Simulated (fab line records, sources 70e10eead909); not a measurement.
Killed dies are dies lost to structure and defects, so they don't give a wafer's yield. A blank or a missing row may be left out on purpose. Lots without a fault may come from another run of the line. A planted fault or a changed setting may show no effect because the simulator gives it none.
fab line records | flow nand_harc
record lots=11 wafers=33 last_day=33
route steps=1302 shown A_CHANNEL_HOLE_D1@464 END@1302
lots that met no fault: from a run of the same line without faults
start_h: hours from the record's first day to the start of the lot's first wafer shown | wait_h: hours since the lot's step before | " the same as in the row above | L1.1+2: a row that stands for several wafers | - no value, or no start given | * or withheld: withheld | < > ~ a bound
route shown NAME@n: a module of which the file shows steps, and the number in the route of the first | usual: mean/standard deviation of fault-free wafers | same: alike in all rows | chamber/n: place in a boat | sites: the reading at each site | _std_site: their standard deviation | _edge_site: outer sites' mean less inner sites' | radius_mm: how far each site lies from the wafer's centre | mask NAME#n: copy n | behind: the tool/chamber that last shaped the wafer | hold: why the lot was held/for how many hours/how that ended | device: the transistor (n, p or np) that didn't switch | end of line: the same wafers' tests at the end of the route | a step without rows: its recipe alone | killed: dies lost to structure and defects at the first sort, not the wafer's yield | map: a wafer's dies, x killed, . not, _ none there
set.NAME: the setting as run; set.NAME@STEP: as run at that earlier step | model.NAME: the simulator's own value behind a step, which no gauge read
steps of the route over a sample of lots; a table a step, a row a wafer
services: from which hour (start_h, from the record's first day; less than 0 if before it) a tool's chamber was out of use, for how many hours, and why
## steps
# step NHARC_A_CHANNEL_HOLE_D1_INSPECT_12
# usual raw_defect_count=5.1/2.8
# columns lot.wafer tool chamber start_h wait_h raw_defect_count
L581.1 defect_inspect-02 - 181.55 0.0 7
L581.4 " - " " 7
L581.5 " - " " 8
L582.1 defect_inspect-02 - 192.64 0.0 12
L582.4 " - " " 8
L582.5 " - " " 6
L584.1 defect_inspect-01 - 216.34 0.0 4
L584.3 " - " " 4
L584.4 " - " " 2
L585.2 defect_inspect-02 - 220.62 0.0 3
L585.3 " - " " 4
L585.4 " - " " 2
L587.2 defect_inspect-02 - 243.41 0.0 6
L587.4 " - " " 4
L587.6 " - " " 7
L592.1 defect_inspect-01 - 298.24 0.0 1
L592.3 " - " " 5
L592.6 " - " " 2
L593.2 defect_inspect-02 - 308.35 0.0 8
L593.4 " - " " 4
L593.6 " - " " 8
L594.2 defect_inspect-01 - 310.18 0.0 11
L594.4 " - " " 3
L594.5 " - " " 7
L600.1 defect_inspect-01 - 362.38 0.0 3
L600.4 " - " " 5
L600.5 " - " " 4
L601.4 defect_inspect-02 - 383.35 0.0 4
L601.5 " - " " 6
L601.6 " - " " 3
L604.1 defect_inspect-01 - 413.36 0.0 10
L604.3 " - " " 6
L604.5 " - " " 2
# step NHARC_A_CHANNEL_HOLE_D1_DESCUM_15
# recipe time_s=3 o2_flow_sccm=200 ar_flow_sccm=0 bias_power_w=0 chemistry=O2
# usual drypump_motor_current_A=5.7/0.47 oes_product_au=1.000/0.0089 rf_vpp_V=57.7/0.87 showerhead_plenum_p_Torr=1.89/0.079 throttle_valve_pct=11.312/0.0085
# columns lot.wafer tool chamber start_h wait_h drypump_motor_current_A oes_product_au rf_hours_counter_h rf_vpp_V showerhead_plenum_p_Torr throttle_valve_pct
L581.4 rie_diel-01 2 181.61 0.1 5.5 0.989 12 56.8 1.78 11.317
L581.1 " 3 " " 5.2 1.002 12 57.2 1.87 11.319
L581.5 " 2 " " 5.4 0.992 - 56.8 1.78 11.289
L582.1 rie_diel-10 2 192.71 0.1 5.9 1.010 36 59.2 2.01 11.311
L582.4 " 3 " " 5.0 1.006 41 57.8 1.97 11.318
L582.5 " 1 " " 6.5 1.012 - 57.5 1.92 11.305
L584.1 rie_diel-12 3 216.40 0.1 6.0 0.999 32 56.5 1.96 11.307
L584.3 " 0 " " 6.1 1.008 33 57.5 1.88 11.328
L584.4 " 1 " " 5.9 0.994 35 58.4 1.92 11.306
L585.2 rie_diel-01 3 220.68 0.1 5.3 0.992 0 58.0 1.87 11.309
L585.4 " 1 " " 6.5 0.996 0 58.8 2.02 11.324
L585.3 " 2 " " 5.5 1.008 0 56.7 1.78 11.307
L587.2 rie_diel-12 0 243.47 0.1 6.1 1.009 43 57.6 1.88 11.316
L587.4 " 1 " " 5.9 0.999 44 57.8 1.91 11.329
L587.6 " 1 " " 5.9 0.988 - 57.3 1.92 11.320
L592.3 rie_diel-10 0 298.32 0.1 5.7 1.004 22 57.9 1.80 11.325
L592.1 " 1 " " 6.5 1.015 19 58.2 1.91 11.318
L592.6 " 2 " " 5.9 0.987 - 57.8 2.00 11.323
L593.2 rie_diel-12 1 308.42 0.1 5.9 0.996 10 57.7 1.91 11.297
L593.4 " 2 " " 5.8 0.999 9 59.2 1.92 11.312
L593.6 " 1 " " 5.9 0.994 - 57.0 1.91 11.315
L594.2 rie_diel-12 3 310.24 0.1 6.0 0.997 9 58.4 1.95 11.313
L594.4 " 0 " " 6.1 1.016 9 58.2 1.87 11.316
L594.5 " 0 " " 6.1 1.011 - 56.8 1.87 11.312
L600.4 rie_diel-12 1 362.44 0.1 5.9 0.994 27 57.3 1.90 11.312
L600.1 " 0 " " 6.1 0.994 27 57.9 1.87 11.309
L600.5 " 1 " " 5.9 0.996 - 57.3 1.90 11.315
L601.4 rie_diel-12 3 383.44 0.1 6.0 0.992 31 57.0 1.94 11.308
L601.6 " 0 " " 6.0 0.994 - 56.7 1.87 11.302
L601.5 " 1 " " 5.9 0.990 - 58.7 1.90 11.310
L604.3 rie_diel-01 2 413.42 0.1 5.4 0.994 0 57.2 1.77 11.313
L604.1 " 0 " " 5.1 1.002 3 56.7 1.78 11.301
L604.5 " 3 " " 5.2 0.986 - 56.6 1.86 11.306
# step NHARC_A_CHANNEL_HOLE_D1_ETCH_16
# recipe target_depth_a=31000 over_etch_frac=0.3 time_s=806 ion_energy_ev=150 o2_flow_sccm=400 cos_flow_sccm=20 ar_flow_sccm=0 rf_w=500 bias_w=300 chemistry=O2/COS
# usual bias_w=300.0/0.95 chamber_pressure_mTorr=20.001/0.019 drypump_motor_current_A=5.8/0.47 oes_product_au=1.002/0.0092 rf_vpp_V=313.7/1.9 showerhead_plenum_p_Torr=3.09/0.12 throttle_valve_pct=28.331/0.0098
# columns lot.wafer tool chamber start_h wait_h bias_w chamber_pressure_mTorr drypump_motor_current_A oes_product_au rf_hours_counter_h rf_vpp_V showerhead_plenum_p_Torr throttle_valve_pct
L581.4 rie_diel-01 3 - - 299.2 20.020 5.2 1.006 12 313.4 3.05 28.305
L581.1 " 0 " " 301.1 20.042 5.1 1.002 13 311.8 2.92 28.329
L581.5 " 0 " " 300.7 19.994 5.1 1.006 - 311.8 2.92 28.331
L582.1 rie_diel-10 2 - - 298.9 19.992 6.0 1.016 37 317.2 3.27 28.345
L582.4 " 0 " " 299.4 19.996 5.7 0.997 45 310.3 2.96 28.339
L582.5 " 1 " " 300.8 19.995 6.5 1.017 - 314.4 3.14 28.330
L584.3 rie_diel-12 3 - - 299.3 19.986 6.0 0.994 32 314.4 3.19 28.340
L584.1 " 0 " " 300.6 20.000 6.1 1.010 33 312.3 3.07 28.317
L584.4 " 1 " " 298.5 19.987 5.9 1.002 35 314.5 3.13 28.345
L585.4 rie_diel-01 2 - - 299.1 19.989 5.4 1.006 1 309.8 2.91 28.326
L585.3 " 3 " " 299.1 20.010 5.3 0.999 1 313.5 3.05 28.324
L585.2 " 0 " " 300.8 19.997 5.1 0.991 1 311.9 2.92 28.354
L587.2 rie_diel-12 2 - - 300.2 19.986 5.8 0.980 47 314.0 3.15 28.332
L587.4 " 0 " " 300.6 19.978 6.1 1.004 43 314.0 3.07 28.325
L587.6 " 1 " " 299.9 20.025 5.9 1.003 - 314.8 3.12 28.334
L592.1 rie_diel-10 3 - - 298.4 20.021 5.0 1.006 23 315.2 3.20 28.327
L592.3 " 2 " " 299.7 20.000 6.0 0.994 21 316.3 3.25 28.333
L592.6 " 0 " " 299.9 19.998 5.6 1.014 - 309.6 2.94 28.323
L593.4 rie_diel-12 2 - - 301.0 19.988 5.8 0.986 10 315.2 3.14 28.332
L593.2 " 1 " " 300.3 19.963 5.9 1.009 11 314.5 3.11 28.329
L593.6 " 3 " " 299.0 19.996 6.0 0.989 - 314.0 3.18 28.332
L594.2 rie_diel-12 3 - - 301.4 19.986 6.0 0.991 9 315.2 3.18 28.309
L594.4 " 1 " " 299.1 19.973 5.9 1.013 11 315.0 3.11 28.340
L594.5 " 3 " " 300.7 20.000 6.0 0.995 - 316.3 3.18 28.329
L600.4 rie_diel-12 1 - - 301.4 19.983 5.9 0.997 27 314.6 3.11 28.335
L600.1 " 3 " " 299.5 19.959 6.0 0.986 28 316.6 3.17 28.336
L600.5 " 1 " " 301.4 20.016 5.9 0.989 - 314.6 3.11 28.335
L601.4 rie_diel-12 3 - - 300.0 19.982 6.0 0.986 31 314.4 3.17 28.325
L601.5 " 1 " " 301.2 20.019 5.9 0.999 - 315.2 3.10 28.329
L601.6 " 2 " " 300.2 20.024 5.8 0.992 - 314.5 3.13 28.319
L604.3 rie_diel-01 1 - - 299.0 19.989 6.5 1.007 3 315.3 3.28 28.324
L604.1 " 0 " " 298.4 19.988 5.1 0.994 3 312.4 2.92 28.338
L604.5 " 1 " " 299.5 19.999 6.5 1.008 - 315.7 3.28 28.327
# step NHARC_A_CHANNEL_HOLE_D1_ETCH_21
# recipe bias_v=3000 source_w=withheld pressure_mtorr=20 time_s=514.3 ar_flow_sccm=375 c4f8_flow_sccm=89.3 o2_flow_sccm=35.7 temp_c=-20 target_depth_a=16000 chemistry=C4F8/O2/Ar
# usual c4f8_flow_sccm=89.26/0.3 chamber_pressure_mTorr=20.000/0.019 drypump_motor_current_A=5.6/0.46 showerhead_plenum_p_Torr=3.65/0.15 throttle_valve_pct=32.155/0.0095
# columns lot.wafer tool chamber start_h wait_h c4f8_flow_sccm chamber_pressure_mTorr drypump_motor_current_A rf_hours_counter_h showerhead_plenum_p_Torr throttle_valve_pct
L581.1 har_etch-02 1 183.25 0.3 89.44 19.984 4.8 297 3.42 32.170
L581.4 " 1 " " 88.86 19.994 4.8 - 3.42 32.157
L581.5 " 1 " " 89.36 19.973 4.8 - 3.42 32.156
L582.1 har_etch-01 0 194.30 0.3 89.03 19.991 5.6 88 3.60 32.162
L582.4 " 0 " " 88.91 20.022 5.6 - 3.60 32.161
L582.5 " 0 " " 89.23 19.974 5.6 - 3.60 32.161
L584.1 har_etch-02 0 221.95 0.3 89.39 20.024 6.1 320 3.62 32.143
L584.4 " 1 " " 89.86 19.973 4.8 - 3.41 32.155
L584.3 " 0 " " 89.32 20.000 6.1 - 3.62 32.158
L585.2 har_etch-01 1 223.89 0.3 88.86 19.980 5.6 108 3.72 32.133
L585.4 " 1 " " 89.24 20.006 5.6 - 3.72 32.152
L585.3 " 0 " " 89.27 19.991 5.6 - 3.59 32.152
L587.2 har_etch-02 1 247.59 0.3 89.26 19.979 4.8 332 3.40 32.150
L587.4 " 0 " " 88.94 20.014 6.1 - 3.61 32.160
L587.6 " 0 " " 88.70 20.003 6.2 - 3.61 32.154
L592.1 har_etch-01 0 301.17 0.3 - - - - - -
L592.3 " 1 " " - - - - - -
L592.6 " 1 " " - - - - - -
L593.2 har_etch-01 0 310.02 0.3 - - - - - -
L593.4 " 0 " " - - - - - -
L593.6 " 1 " " - - - - - -
L594.2 har_etch-02 0 312.58 0.6 88.82 20.004 6.1 - 3.59 32.151
L594.4 " 0 " " 89.09 20.026 6.1 - 3.59 32.156
L594.5 " 0 " " 89.20 19.991 6.2 - 3.59 32.165
L600.1 har_etch-01 1 364.03 0.3 89.73 19.985 5.6 192 3.68 32.163
L600.4 " 0 " " 89.49 19.997 5.6 - 3.55 32.158
L600.5 " 1 " " 88.67 20.004 5.6 - 3.68 32.170
L601.4 har_etch-01 1 392.27 0.3 89.05 19.983 5.6 - 3.67 32.155
L601.5 " 0 " " 89.22 19.997 5.6 - 3.54 32.166
L601.6 " 1 " " 88.67 19.989 5.6 - 3.67 32.159
L604.1 har_etch-02 0 415.76 0.3 89.44 20.034 6.1 12 3.93 32.151
L604.3 " 0 " " 89.75 20.013 6.1 - 3.93 32.151
L604.5 " 0 " " 89.81 19.963 6.1 - 3.93 32.165
# step NHARC_A_CHANNEL_HOLE_D1_CD_MEAS_30
# usual cd_nm=90.5/1.3
# columns lot.wafer tool chamber start_h wait_h hold cd_nm
L581.1 cd_sem-02 - 188.34 - - 91.5
L581.4 " - " " - 90.3
L581.5 " - " " - 90.2
L582.1 cd_sem-01 - 199.40 - - 91.0
L582.4 " - " " - 89.6
L582.5 " - " " - 90.4
L584.1 cd_sem-02 - 227.01 0.1 - 90.7
L584.3 " - " " - 90.2
L584.4 " - " " - 91.1
L585.2 cd_sem-02 - 229.02 - - 91.7
L585.3 " - " " - 89.1
L585.4 " - " " - 90.1
L587.2 cd_sem-02 - 252.64 - - 92.1
L587.4 " - " " - 91.3
L587.6 " - " " - 92.0
L592.1 cd_sem-03 - 306.20 - await_dispo/0.2h/release 0.8
L592.3 " - " " await_dispo/0.2h/release 0.4
L592.6 " - " " await_dispo/0.2h/release 0.5
L592.1 cd_sem-03 - 306.38 0.2 - 1.1
L592.3 " - " " - 0.2
L592.6 " - " " - 0.4
L593.2 cd_sem-01 - 315.26 - await_dispo/0.2h/release 0.3
L593.4 " - " " await_dispo/0.2h/release 1.8
L593.6 " - " " await_dispo/0.2h/release 1.1
L593.2 cd_sem-01 - 315.45 0.2 - 0.2
L593.4 " - " " - 2.0
L593.6 " - " " - 1.2
L594.2 cd_sem-01 - 321.26 - - 90.4
L594.4 " - " " - 90.3
L594.5 " - " " - 89.8
L600.1 cd_sem-02 - 369.30 - - 90.6
L600.4 " - " " - 91.4
L600.5 " - " " - 88.9
L601.4 cd_sem-02 - 397.29 - - 91.0
L601.5 " - " " - 92.0
L601.6 " - " " - 90.1
L604.1 cd_sem-03 - 420.80 - - 88.4
L604.3 " - " " - 89.3
L604.5 " - " " - 90.2
# step NHARC_END_SORT_01
# recipe temp_c=25
# usual defect_limited_yield=91.1/2.7 killed_at_array=55/19 killed_at_other=0.6/0.99 killed_at_periphery=4.2/2.6 killed_dies=60/18 killed_open=3.4/1.7 killed_short=2.3/1.5
# same gross_dies=677
# columns lot.wafer tool chamber start_h wait_h defect_limited_yield[%] killed_at_array killed_at_other killed_at_periphery killed_dies killed_open killed_short
L581.1 prober-02 0 563.61 2.5 87.7 81 0 2 83 3 3
L581.4 prober-02 0 566.04 3.4 89.7 67 1 2 70 3 4
L581.5 prober-02 0 566.85 3.7 89.7 62 1 7 70 3 1
L600.1 prober-01 0 732.79 2.8 93.8 36 0 6 42 5 3
L600.4 prober-01 0 735.17 3.7 93.6 40 0 3 43 3 3
L600.5 prober-01 0 735.96 4.0 95.3 29 0 3 32 5 3
L601.4 prober-01 0 763.97 3.4 91.4 55 0 3 58 4 2
L601.5 prober-01 0 764.77 3.7 91.4 56 0 2 58 3 3
L601.6 prober-01 0 765.57 4.0 91.7 51 0 5 56 0 1
# killed by level:class
L581.1 A_SLIT:chamber_film_flake=24 A_CHANNEL_HOLE_D2:chamber_film_flake=18 A_CHANNEL_HOLE_D1:chamber_film_flake=17 A_CONTACT:chamber_film_flake=7 A_WL_FILL:chamber_film_flake=5 A_DECK1_JOINT:chamber_film_flake=2 P_CONTACT:geometric_particle:open=1 A_ONON_D1:geometric_particle:short=1
L581.4 A_CHANNEL_HOLE_D1:chamber_film_flake=16 A_SLIT:chamber_film_flake=16 A_CHANNEL_HOLE_D2:chamber_film_flake=13 A_CONTACT:chamber_film_flake=8 A_WL_FILL:chamber_film_flake=5 P_CONTACT:chamber_film_flake=2 A_ONON_D1:geometric_particle:short=1 A_CHANNEL_HOLE_D1:geometric_particle:open=1
L581.5 A_CHANNEL_HOLE_D1:chamber_film_flake=15 A_CHANNEL_HOLE_D2:chamber_film_flake=13 A_SLIT:chamber_film_flake=13 A_CONTACT:chamber_film_flake=11 A_WL_FILL:chamber_film_flake=6 P_CONTACT:chamber_film_flake=5 P_GATE:geometric_particle:open=1 P_M0:geometric_particle:open=1
L600.1 A_CHANNEL_HOLE_D1:chamber_film_flake=16 A_SLIT:chamber_film_flake=8 A_STAIRCASE:chamber_film_flake=3 A_WL_FILL:chamber_film_flake=3 A_CONTACT:geometric_particle:open=2 A_CONTACT:chamber_film_flake=2 P_CONTACT:geometric_particle:short=1 P_CONTACT:geometric_particle:open=1
L600.4 A_CHANNEL_HOLE_D1:chamber_film_flake=18 A_SLIT:chamber_film_flake=8 A_CONTACT:chamber_film_flake=5 A_DECK1_JOINT:geometric_particle:short=3 A_WL_FILL:chamber_film_flake=3 P_GATE:geometric_particle:open=1 P_M1:geometric_particle:open=1 A_CONTACT:geometric_particle:open=1
L600.5 A_CHANNEL_HOLE_D1:chamber_film_flake=13 A_SLIT:chamber_film_flake=4 A_WL_FILL:chamber_film_flake=3 A_STAIRCASE:chamber_film_flake=2 P_M0:geometric_particle:open=1 P_M2:geometric_particle:short=1 A_CHANNEL_FILL_D1:geometric_particle:open=1 A_DECK1_JOINT:geometric_particle:short=1
L601.4 A_CHANNEL_HOLE_D2:chamber_film_flake=23 A_CHANNEL_HOLE_D1:chamber_film_flake=12 A_SLIT:chamber_film_flake=4 A_WL_FILL:chamber_film_flake=3 P_M2:chamber_film_flake=2 A_DECK1_JOINT:chamber_film_flake=2 A_CHANNEL_FILL_D2:chamber_film_flake=2 A_CONTACT:chamber_film_flake=2
L601.5 A_CHANNEL_HOLE_D2:chamber_film_flake=21 A_CHANNEL_HOLE_D1:chamber_film_flake=13 A_SLIT:chamber_film_flake=6 A_CONTACT:chamber_film_flake=4 A_DECK1_JOINT:chamber_film_flake=3 A_CHANNEL_FILL_D2:geometric_particle:short=2 A_STAIRCASE:chamber_film_flake=2 A_ONON_D1:geometric_particle:open=1
L601.6 A_CHANNEL_HOLE_D2:chamber_film_flake=22 A_CHANNEL_HOLE_D1:chamber_film_flake=12 A_CONTACT:chamber_film_flake=6 A_SLIT:chamber_film_flake=4 P_M2:chamber_film_flake=2 A_DECK1_JOINT:chamber_film_flake=2 A_STAIRCASE:chamber_film_flake=2 A_WL_FILL:chamber_film_flake=2
## services
# columns tool chamber start_h hours kind
rie_diel-01 2 159.36 3.1 repair
rie_diel-10 1 174.13 8.7 repair
rie_diel-10 2 174.26 11.2 repair
rie_diel-12 0 175.04 - clean
rie_diel-12 1 175.04 - clean
rie_diel-12 2 175.04 - clean
rie_diel-12 3 175.04 - clean
rie_diel-12 - 193.82 1.0 repair
rie_diel-12 0 198.39 11.0 repair
rie_diel-12 1 199.54 - clean
rie_diel-12 2 199.54 - clean
rie_diel-12 3 199.54 - clean
rie_diel-01 - 204.12 9.0 pm
rie_diel-12 0 224.90 - clean
rie_diel-10 - 242.59 9.0 pm
rie_diel-12 2 255.26 8.2 repair
rie_diel-12 3 268.97 7.0 repair
rie_diel-12 - 269.86 9.0 pm
har_etch-01 - 293.43 7.2 repair
rie_diel-01 1 313.07 5.4 repair
rie_diel-01 0 363.34 11.2 repair
har_etch-02 - 377.00 17.0 pm
rie_diel-01 - 381.12 9.0 pm
rie_diel-10 2 393.98 2.7 repair
## key
first_sign step=NHARC_A_CHANNEL_HOLE_D1_ETCH_21 reading=tool_record direction=missing
effect step=NHARC_A_CHANNEL_HOLE_D1_CD_MEAS_30 reading=visit direction=added
effect step=NHARC_A_CHANNEL_HOLE_D1_CD_MEAS_30 reading=cd_nm direction=down sigmas=70 usual=90.5 struck=0.8
met_at NHARC_A_CHANNEL_HOLE_D1_ETCH_21
struck_lots L592,L593
scrapped_behind NHARC_A_CHANNEL_HOLE_D1_CD_MEAS_30 L592.1,L592.3,L592.6,L593.2,L593.4,L593.6
not_acting_at NHARC_A_CHANNEL_HOLE_D1_INSPECT_12,NHARC_A_CHANNEL_HOLE_D1_DESCUM_15,NHARC_A_CHANNEL_HOLE_D1_ETCH_16
onset_between 223.89 301.17
fault kind=skipped_step_whole tool=har_etch-01 chamber=- onset_h=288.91 steps=NHARC_A_CHANNEL_HOLE_D1_ETCH_21 scope=struck_lots_only
